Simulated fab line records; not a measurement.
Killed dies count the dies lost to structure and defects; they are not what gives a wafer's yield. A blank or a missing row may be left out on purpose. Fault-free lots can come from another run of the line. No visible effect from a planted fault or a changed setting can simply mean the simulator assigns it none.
What tool caused it? ; flow n5_finfet ; 11 lots with 29 wafers sampled at 2 steps, on a route of 1938 steps

## WHAT THE GAUGES READ, wafer by wafer
N5_BEOL_M7_RS_MEAS_57: measures by four-point-probe.
lot;measured;on;M7_RS (ohm/sq)
L902;day 10 09:58;film_metro-02;0.305 0.271 0.312
L905;day 10 16:21;film_metro-01;0.289 0.306
L903;day 10 16:28;film_metro-02;0.285 0.303
L904;day 10 19:02;film_metro-02;0.289 0.309
L907;day 11 14:40;film_metro-02;0.280 0.296 0.295
L911;day 12 02:42;film_metro-02;0.282 0.296 0.273
L916;day 13 15:25;film_metro-01;0.276 0.280 0.295
L917;day 14 08:49;film_metro-01;0.279 0.277
L918;day 14 11:08;film_metro-02;0.305 0.274 0.292
L919;day 14 14:19;film_metro-02;0.281 0.289 0.306
L923;day 15 14:27;film_metro-02;0.268 0.296 0.269

## WHICH TOOL RAN EACH LOT (tool, then ch and the chambers of the sampled wafers, then the start)
lot;N5_BEOL_M7_ALD_77
L902;ald_metal-02 ch 0,2, day 10 07:59
L905;ald_metal-04 ch 2,3, day 10 14:35
L903;ald_metal-02 ch 1,2, day 10 14:36
L904;ald_metal-04 ch 0,3, day 10 17:37
L907;ald_metal-02 ch 1,2,3, day 11 13:04
L911;ald_metal-01 ch 0,1,3, day 11 23:46
L916;ald_metal-01 ch 0,1,2, day 13 12:16
L917;ald_metal-01 ch 0,2, day 14 07:18
L918;ald_metal-01 ch 1,2,3, day 14 08:04
L919;ald_metal-02 ch 1,2, day 14 12:20
L923;ald_metal-04 ch 0,2,3, day 15 12:49
- N5_BEOL_M7_ALD_77: deposits TaN, target thk 2 nm, pulse time 2 s, purge time 3 s.

## THE ANSWER, worked out from the rows above alone
Rule: the usual values come from the lots themselves. The widest of any qualifying gaps counts: lots, ordered by their means at a reading, are off when they make up no more than a third of the lots, leave a main group of 4 or more, and stand apart from it by 3 or more times the standard deviation of that group's means. The tables above print the reading to a certain number of digits; a main group whose means all agree to those digits is not used. A lot without any number at a reading at which 4 lots or more have one is off too. The other lots that the step has rows for count as sound.
None of the lots is off at any reading shown; this tells nothing.

## WHAT THE SIMULATOR HAD INSERTED
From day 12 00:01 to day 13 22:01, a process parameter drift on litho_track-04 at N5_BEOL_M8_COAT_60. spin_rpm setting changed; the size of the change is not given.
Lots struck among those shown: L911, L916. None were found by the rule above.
